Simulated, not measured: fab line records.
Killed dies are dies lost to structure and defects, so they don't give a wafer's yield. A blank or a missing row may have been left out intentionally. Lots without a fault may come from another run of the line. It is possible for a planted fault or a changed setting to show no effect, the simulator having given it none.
Which tool is to blame? || flow nand_harc || 12 lots, 36 wafers sampled, at 5 steps of a route of 1159

## WHAT THE GAUGES SHOWED, per wafer
NHARC_END_SORT_01. Usual: killed_at_array 31, standard deviation 12; killed_at_other 0.6, standard deviation 0.85; killed_at_periphery 3.0, standard deviation 2.3; killed_dies 35, standard deviation 12; killed_open 3.2, standard deviation 1.9; killed_short 1.8, standard deviation 1.4.
{"lot": "L664", "measured": "day 20 17:20", "on": "prober-02", "killed_at_array": "92 71 85", "killed_at_other": "1 0 2", "killed_at_periphery": "6 4 3", "killed_dies": "99 75 90", "killed_open": "3 7 2", "killed_short": "2 1 2", "flag": "OFF"}
{"lot": "L665", "measured": "day 21 20:56", "on": "prober-02", "killed_at_array": "75 94 94", "killed_at_other": "0 1 1", "killed_at_periphery": "0 4 0", "killed_dies": "75 99 95", "killed_open": "0 7 2", "killed_short": "2 2 2", "flag": "OFF"}

## TOOL THAT RAN EACH LOT (tool first, then ch and the chambers of the sampled wafers, then the start)
{"lot": "L658", "NHARC_A_CONTACT_STRIP_56": "wet_bench-03 ch 0,1,2, day 16 06:54", "NHARC_THIN_TSV_ETCH_44": "rie_diel-12 ch 0,2,3, day 18 15:29", "NHARC_THIN_TSV_DESCUM_35": "rie_diel-11 ch 1,2, day 18 21:04", "NHARC_THIN_TSV_ETCH_59": "rie_metal-02 ch 0,1, day 18 21:14"}
{"lot": "L661", "NHARC_A_CONTACT_STRIP_56": "wet_bench-03 ch 0,3,4, day 16 19:34", "NHARC_THIN_TSV_ETCH_44": "rie_diel-11 ch 1,2, day 18 22:31", "NHARC_THIN_TSV_DESCUM_35": "rie_diel-11 ch 0,2,3, day 19 04:32", "NHARC_THIN_TSV_ETCH_59": "rie_metal-02 ch 0, day 19 04:37"}
{"lot": "L659", "NHARC_A_CONTACT_STRIP_56": "wet_bench-06 ch 1,4,5, day 16 19:46", "NHARC_THIN_TSV_ETCH_44": "rie_diel-07 ch 1,2,3, day 19 02:05", "NHARC_THIN_TSV_DESCUM_35": "rie_diel-11 ch 0,1,2, day 19 07:52", "NHARC_THIN_TSV_ETCH_59": "rie_metal-03 ch 0,1, day 19 07:59"}
{"lot": "L664", "NHARC_A_CONTACT_STRIP_56": "wet_bench-03 ch 3,6,7, day 18 02:17", "NHARC_THIN_TSV_ETCH_44": "rie_diel-11 ch 0,1, day 20 01:59", "NHARC_THIN_TSV_DESCUM_35": "rie_diel-12 ch 0,1,2, day 20 07:43", "NHARC_THIN_TSV_ETCH_59": "rie_metal-03 ch 0,1, day 20 07:49"}
{"lot": "L665", "NHARC_A_CONTACT_STRIP_56": "wet_bench-03 ch 2,4,5, day 18 16:27", "NHARC_THIN_TSV_ETCH_44": "rie_diel-07 ch 1,2,3, day 21 05:43", "NHARC_THIN_TSV_DESCUM_35": "rie_diel-12 ch 1,2, day 21 11:26", "NHARC_THIN_TSV_ETCH_59": "rie_metal-03 ch 0,1, day 21 11:34"}
{"lot": "L673", "NHARC_A_CONTACT_STRIP_56": "wet_bench-04 ch 4,5,7, day 20 06:40", "NHARC_THIN_TSV_ETCH_44": "rie_diel-11 ch 0,1,2, day 22 15:30", "NHARC_THIN_TSV_DESCUM_35": "rie_diel-11 ch 0,1,3, day 22 21:11", "NHARC_THIN_TSV_ETCH_59": "rie_metal-02 ch 0,1, day 22 21:22"}
{"lot": "L674", "NHARC_A_CONTACT_STRIP_56": "wet_bench-04 ch 0,2,5, day 20 14:58", "NHARC_THIN_TSV_ETCH_44": "rie_diel-11 ch 0,2,3, day 23 00:22", "NHARC_THIN_TSV_DESCUM_35": "rie_diel-07 ch 0,1, day 23 06:26", "NHARC_THIN_TSV_ETCH_59": "rie_metal-01 ch 0,1, day 23 06:36"}
{"lot": "L677", "NHARC_A_CONTACT_STRIP_56": "wet_bench-03 ch 3,4,5, day 20 22:35", "NHARC_THIN_TSV_ETCH_44": "rie_diel-11 ch 0,1,2, day 23 06:57", "NHARC_THIN_TSV_DESCUM_35": "rie_diel-12 ch 2,3, day 23 12:43", "NHARC_THIN_TSV_ETCH_59": "rie_metal-01 ch 0,1, day 23 12:53"}
{"lot": "L679", "NHARC_A_CONTACT_STRIP_56": "wet_bench-03 ch 3,6,7, day 21 00:34", "NHARC_THIN_TSV_ETCH_44": "rie_diel-12 ch 0,2,3, day 23 09:20", "NHARC_THIN_TSV_DESCUM_35": "rie_diel-07 ch 0,3, day 23 17:04", "NHARC_THIN_TSV_ETCH_59": "rie_metal-03 ch 0,1, day 23 17:13"}
{"lot": "L676", "NHARC_A_CONTACT_STRIP_56": "wet_bench-03 ch 2,5,7, day 21 20:21", "NHARC_THIN_TSV_ETCH_44": "rie_diel-07 ch 0,1, day 23 17:25", "NHARC_THIN_TSV_DESCUM_35": "rie_diel-12 ch 0,3, day 23 23:44", "NHARC_THIN_TSV_ETCH_59": "rie_metal-03 ch 0,1, day 23 23:52"}
{"lot": "L681", "NHARC_A_CONTACT_STRIP_56": "wet_bench-06 ch 0,1,5, day 22 02:22", "NHARC_THIN_TSV_ETCH_44": "rie_diel-11 ch 1,2,3, day 24 06:32", "NHARC_THIN_TSV_DESCUM_35": "rie_diel-07 ch 0,2,3, day 24 12:17", "NHARC_THIN_TSV_ETCH_59": "rie_metal-03 ch 0,1, day 24 12:28"}
{"lot": "L680", "NHARC_A_CONTACT_STRIP_56": "wet_bench-03 ch 1,2,4, day 22 03:16", "NHARC_THIN_TSV_ETCH_44": "rie_diel-11 ch 1,2,3, day 24 10:27", "NHARC_THIN_TSV_DESCUM_35": "rie_diel-07 ch 2,3, day 24 16:25", "NHARC_THIN_TSV_ETCH_59": "rie_metal-03 ch 0,1, day 24 16:38"}
- NHARC_A_CONTACT_STRIP_56: strips in post etch residue remover, time 600 s.
- NHARC_THIN_TSV_ETCH_44: etches the open film in CF4/O2, target depth 1594.2 nm, time 797.1 s.
- NHARC_THIN_TSV_DESCUM_35: chemistry O2, time 3 s.
- NHARC_THIN_TSV_ETCH_59: etches the open film in Cl2/BCl3, target depth 880 nm, time 138.1 s.

## WHAT THE TOOLS THEMSELVES READ (means of the sampled wafers that have a number; where no wafer has one, the mark that the record gives instead)
NHARC_A_CONTACT_STRIP_56. Usual: bath_heat_duty_pct at 13.0 %, with a standard deviation of 1.6.
{"lot": "L658", "tool": "wet_bench-03", "bath_heat_duty_pct (%)": 13.4, "flag": ""}
{"lot": "L661", "tool": "wet_bench-03", "bath_heat_duty_pct (%)": 14.3, "flag": ""}
{"lot": "L659", "tool": "wet_bench-06", "bath_heat_duty_pct (%)": 13.6, "flag": ""}
{"lot": "L664", "tool": "wet_bench-03", "bath_heat_duty_pct (%)": 12.2, "flag": ""}
{"lot": "L665", "tool": "wet_bench-03", "bath_heat_duty_pct (%)": 14.1, "flag": ""}
{"lot": "L673", "tool": "wet_bench-04", "bath_heat_duty_pct (%)": 12.2, "flag": ""}
{"lot": "L674", "tool": "wet_bench-04", "bath_heat_duty_pct (%)": 13.1, "flag": ""}
{"lot": "L677", "tool": "wet_bench-03", "bath_heat_duty_pct (%)": 14.3, "flag": ""}
{"lot": "L679", "tool": "wet_bench-03", "bath_heat_duty_pct (%)": 12.5, "flag": ""}
{"lot": "L676", "tool": "wet_bench-03", "bath_heat_duty_pct (%)": 13.4, "flag": ""}
{"lot": "L681", "tool": "wet_bench-06", "bath_heat_duty_pct (%)": 12.1, "flag": ""}
{"lot": "L680", "tool": "wet_bench-03", "bath_heat_duty_pct (%)": 13.9, "flag": ""}

NHARC_THIN_TSV_ETCH_44. Usual: cf4_flow_sccm 150.0 sccm, standard deviation 0.4; drypump_motor_current_A 5.5 A, standard deviation 0.56; oes_product_au 0.999 a.u., standard deviation 0.0074; rf_vpp_V 792 V, standard deviation 4.3; showerhead_plenum_p_Torr 1.79 Torr, standard deviation 0.067; throttle_valve_pct 16.915 %, standard deviation 0.0092.
{"lot": "L658", "tool": "rie_diel-12", "cf4_flow_sccm (sccm)": 149.8, "drypump_motor_current_A (A)": 5.8, "oes_product_au (a.u.)": 0.994, "rf_vpp_V (V)": 792, "showerhead_plenum_p_Torr (Torr)": 1.80, "throttle_valve_pct (%)": 16.911, "flag": ""}
{"lot": "L661", "tool": "rie_diel-11", "cf4_flow_sccm (sccm)": 149.8, "drypump_motor_current_A (A)": 5.7, "oes_product_au (a.u.)": 0.995, "rf_vpp_V (V)": 788, "showerhead_plenum_p_Torr (Torr)": 1.73, "throttle_valve_pct (%)": 16.927, "flag": ""}
{"lot": "L659", "tool": "rie_diel-07", "cf4_flow_sccm (sccm)": 150.2, "drypump_motor_current_A (A)": 5.3, "oes_product_au (a.u.)": 0.999, "rf_vpp_V (V)": 794, "showerhead_plenum_p_Torr (Torr)": 1.83, "throttle_valve_pct (%)": 16.919, "flag": ""}
{"lot": "L664", "tool": "rie_diel-11", "cf4_flow_sccm (sccm)": 150.2, "drypump_motor_current_A (A)": 5.2, "oes_product_au (a.u.)": 1.008, "rf_vpp_V (V)": 790, "showerhead_plenum_p_Torr (Torr)": 1.78, "throttle_valve_pct (%)": 16.911, "flag": ""}
{"lot": "L665", "tool": "rie_diel-07", "cf4_flow_sccm (sccm)": 150.0, "drypump_motor_current_A (A)": 5.3, "oes_product_au (a.u.)": 1.001, "rf_vpp_V (V)": 794, "showerhead_plenum_p_Torr (Torr)": 1.83, "throttle_valve_pct (%)": 16.911, "flag": ""}
{"lot": "L673", "tool": "rie_diel-11", "cf4_flow_sccm (sccm)": 150.4, "drypump_motor_current_A (A)": 5.6, "oes_product_au (a.u.)": 1.000, "rf_vpp_V (V)": 790, "showerhead_plenum_p_Torr (Torr)": 1.77, "throttle_valve_pct (%)": 16.914, "flag": ""}
{"lot": "L674", "tool": "rie_diel-11", "cf4_flow_sccm (sccm)": 150.0, "drypump_motor_current_A (A)": 5.7, "oes_product_au (a.u.)": 0.994, "rf_vpp_V (V)": 790, "showerhead_plenum_p_Torr (Torr)": 1.76, "throttle_valve_pct (%)": 16.916, "flag": ""}
{"lot": "L677", "tool": "rie_diel-11", "cf4_flow_sccm (sccm)": 150.0, "drypump_motor_current_A (A)": 5.6, "oes_product_au (a.u.)": 0.990, "rf_vpp_V (V)": 789, "showerhead_plenum_p_Torr (Torr)": 1.77, "throttle_valve_pct (%)": 16.915, "flag": ""}
{"lot": "L679", "tool": "rie_diel-12", "cf4_flow_sccm (sccm)": 150.3, "drypump_motor_current_A (A)": 5.8, "oes_product_au (a.u.)": 1.001, "rf_vpp_V (V)": 791, "showerhead_plenum_p_Torr (Torr)": 1.80, "throttle_valve_pct (%)": 16.916, "flag": ""}
{"lot": "L676", "tool": "rie_diel-07", "cf4_flow_sccm (sccm)": 150.0, "drypump_motor_current_A (A)": 5.5, "oes_product_au (a.u.)": 0.996, "rf_vpp_V (V)": 791, "showerhead_plenum_p_Torr (Torr)": 1.76, "throttle_valve_pct (%)": 16.914, "flag": ""}
{"lot": "L681", "tool": "rie_diel-11", "cf4_flow_sccm (sccm)": 150.0, "drypump_motor_current_A (A)": 5.2, "oes_product_au (a.u.)": 1.010, "rf_vpp_V (V)": 787, "showerhead_plenum_p_Torr (Torr)": 1.73, "throttle_valve_pct (%)": 16.904, "flag": ""}
{"lot": "L680", "tool": "rie_diel-11", "cf4_flow_sccm (sccm)": 149.9, "drypump_motor_current_A (A)": 5.2, "oes_product_au (a.u.)": 1.000, "rf_vpp_V (V)": 788, "showerhead_plenum_p_Torr (Torr)": 1.73, "throttle_valve_pct (%)": 16.923, "flag": ""}

NHARC_THIN_TSV_DESCUM_35. Usual: drypump_motor_current_A 5.6 A, standard deviation 0.49; oes_product_au 0.998 a.u., standard deviation 0.0069; rf_vpp_V 57.7 V, standard deviation 0.91; showerhead_plenum_p_Torr 1.89 Torr, standard deviation 0.081; throttle_valve_pct 11.311 %, standard deviation 0.0086.
{"lot": "L658", "tool": "rie_diel-11", "drypump_motor_current_A (A)": 5.7, "oes_product_au (a.u.)": 0.997, "rf_vpp_V (V)": 56.6, "showerhead_plenum_p_Torr (Torr)": 1.80, "throttle_valve_pct (%)": 11.315, "flag": ""}
{"lot": "L661", "tool": "rie_diel-11", "drypump_motor_current_A (A)": 5.7, "oes_product_au (a.u.)": 0.998, "rf_vpp_V (V)": 58.2, "showerhead_plenum_p_Torr (Torr)": 1.83, "throttle_valve_pct (%)": 11.318, "flag": ""}
{"lot": "L659", "tool": "rie_diel-11", "drypump_motor_current_A (A)": 5.6, "oes_product_au (a.u.)": 0.997, "rf_vpp_V (V)": 58.3, "showerhead_plenum_p_Torr (Torr)": 1.84, "throttle_valve_pct (%)": 11.307, "flag": ""}
{"lot": "L664", "tool": "rie_diel-12", "drypump_motor_current_A (A)": 5.5, "oes_product_au (a.u.)": 0.996, "rf_vpp_V (V)": 58.0, "showerhead_plenum_p_Torr (Torr)": 1.95, "throttle_valve_pct (%)": 11.319, "flag": ""}
{"lot": "L665", "tool": "rie_diel-12", "drypump_motor_current_A (A)": 5.5, "oes_product_au (a.u.)": 1.000, "rf_vpp_V (V)": 57.4, "showerhead_plenum_p_Torr (Torr)": 1.96, "throttle_valve_pct (%)": 11.307, "flag": ""}
{"lot": "L673", "tool": "rie_diel-11", "drypump_motor_current_A (A)": 5.2, "oes_product_au (a.u.)": 0.998, "rf_vpp_V (V)": 57.4, "showerhead_plenum_p_Torr (Torr)": 1.84, "throttle_valve_pct (%)": 11.317, "flag": ""}
{"lot": "L674", "tool": "rie_diel-07", "drypump_motor_current_A (A)": 5.7, "oes_product_au (a.u.)": 1.003, "rf_vpp_V (V)": 57.3, "showerhead_plenum_p_Torr (Torr)": 1.83, "throttle_valve_pct (%)": 11.306, "flag": ""}
{"lot": "L677", "tool": "rie_diel-12", "drypump_motor_current_A (A)": 6.1, "oes_product_au (a.u.)": 0.997, "rf_vpp_V (V)": 57.3, "showerhead_plenum_p_Torr (Torr)": 1.83, "throttle_valve_pct (%)": 11.307, "flag": ""}
{"lot": "L679", "tool": "rie_diel-07", "drypump_motor_current_A (A)": 5.7, "oes_product_au (a.u.)": 0.998, "rf_vpp_V (V)": 57.7, "showerhead_plenum_p_Torr (Torr)": 1.90, "throttle_valve_pct (%)": 11.313, "flag": ""}
{"lot": "L676", "tool": "rie_diel-12", "drypump_motor_current_A (A)": 6.1, "oes_product_au (a.u.)": 1.000, "rf_vpp_V (V)": 57.1, "showerhead_plenum_p_Torr (Torr)": 1.82, "throttle_valve_pct (%)": 11.313, "flag": ""}
{"lot": "L681", "tool": "rie_diel-07", "drypump_motor_current_A (A)": 5.6, "oes_product_au (a.u.)": 0.995, "rf_vpp_V (V)": 58.1, "showerhead_plenum_p_Torr (Torr)": 1.91, "throttle_valve_pct (%)": 11.309, "flag": ""}
{"lot": "L680", "tool": "rie_diel-07", "drypump_motor_current_A (A)": 5.3, "oes_product_au (a.u.)": 0.989, "rf_vpp_V (V)": 58.6, "showerhead_plenum_p_Torr (Torr)": 1.98, "throttle_valve_pct (%)": 11.311, "flag": ""}

NHARC_THIN_TSV_ETCH_59. Usual: drypump_motor_current_A 5.33 A, standard deviation 0.16; mfc_cl2_sccm 60.01 sccm, standard deviation 0.19; oes_product_au 0.999 a.u., standard deviation 0.0083; throttle_valve_pct 22.263 %, standard deviation 0.01.
{"lot": "L658", "tool": "rie_metal-02", "drypump_motor_current_A (A)": 5.29, "mfc_cl2_sccm (sccm)": 59.88, "oes_product_au (a.u.)": 0.998, "throttle_valve_pct (%)": 22.272, "flag": ""}
{"lot": "L661", "tool": "rie_metal-02", "drypump_motor_current_A (A)": 5.44, "mfc_cl2_sccm (sccm)": 60.05, "oes_product_au (a.u.)": 1.000, "throttle_valve_pct (%)": 22.253, "flag": ""}
{"lot": "L659", "tool": "rie_metal-03", "drypump_motor_current_A (A)": 5.45, "mfc_cl2_sccm (sccm)": 60.21, "oes_product_au (a.u.)": 1.013, "throttle_valve_pct (%)": 22.260, "flag": ""}
{"lot": "L664", "tool": "rie_metal-03", "drypump_motor_current_A (A)": 5.44, "mfc_cl2_sccm (sccm)": 59.68, "oes_product_au (a.u.)": 1.006, "throttle_valve_pct (%)": 22.260, "flag": ""}
{"lot": "L665", "tool": "rie_metal-03", "drypump_motor_current_A (A)": 5.39, "mfc_cl2_sccm (sccm)": 60.22, "oes_product_au (a.u.)": 1.003, "throttle_valve_pct (%)": 22.261, "flag": ""}
{"lot": "L673", "tool": "rie_metal-02", "drypump_motor_current_A (A)": 5.28, "mfc_cl2_sccm (sccm)": 59.98, "oes_product_au (a.u.)": 1.000, "throttle_valve_pct (%)": 22.275, "flag": ""}
{"lot": "L674", "tool": "rie_metal-01", "drypump_motor_current_A (A)": 5.13, "mfc_cl2_sccm (sccm)": 59.72, "oes_product_au (a.u.)": 0.999, "throttle_valve_pct (%)": 22.258, "flag": ""}
{"lot": "L677", "tool": "rie_metal-01", "drypump_motor_current_A (A)": 5.15, "mfc_cl2_sccm (sccm)": 59.99, "oes_product_au (a.u.)": 0.996, "throttle_valve_pct (%)": 22.264, "flag": ""}
{"lot": "L679", "tool": "rie_metal-03", "drypump_motor_current_A (A)": 5.44, "mfc_cl2_sccm (sccm)": 59.81, "oes_product_au (a.u.)": 1.003, "throttle_valve_pct (%)": 22.258, "flag": ""}
{"lot": "L676", "tool": "rie_metal-03", "drypump_motor_current_A (A)": 5.43, "mfc_cl2_sccm (sccm)": 59.97, "oes_product_au (a.u.)": 1.004, "throttle_valve_pct (%)": 22.264, "flag": ""}
{"lot": "L681", "tool": "rie_metal-03", "drypump_motor_current_A (A)": 5.44, "mfc_cl2_sccm (sccm)": 60.12, "oes_product_au (a.u.)": 0.999, "throttle_valve_pct (%)": 22.259, "flag": ""}
{"lot": "L680", "tool": "rie_metal-03", "drypump_motor_current_A (A)": 5.40, "mfc_cl2_sccm (sccm)": 60.04, "oes_product_au (a.u.)": 0.992, "throttle_valve_pct (%)": 22.270, "flag": ""}

## THE ANSWER, worked out from the rows above alone
Rule: a lot is off if the mean of its wafers that have a number lies more than 3 standard deviations from the usual mean. Also off: a lot with no number at a reading for which 4 or more lots have one. The other lots that the step has rows for count as sound. The gauges are gone through in route order, then the tools' own readings, and for those a lot's mean is taken as printed above. The first step at which some lot is off is used, and at that step the reading that is off furthest; a lot without a number counts as furthest.
Off, at NHARC_END_SORT_01 on killed_at_array: L664, L665. Neither off nor sound, because the step has no rows for them: L658, L661, L659, L673, L674, L677, L679, L676, L681, L680.
A tool fits if, at a process step before that reading, it ran every lot that is off, and no sound lot after the first of them. The gauges at NHARC_END_SORT_01 are tried like those tools. Can't be told from this: 4 tools fit, wet_bench-03 at NHARC_A_CONTACT_STRIP_56, rie_diel-12 at NHARC_THIN_TSV_DESCUM_35, rie_metal-03 at NHARC_THIN_TSV_ETCH_59, prober-02 at NHARC_END_SORT_01.

## WHAT WAS PUT IN BY THE SIMULATOR
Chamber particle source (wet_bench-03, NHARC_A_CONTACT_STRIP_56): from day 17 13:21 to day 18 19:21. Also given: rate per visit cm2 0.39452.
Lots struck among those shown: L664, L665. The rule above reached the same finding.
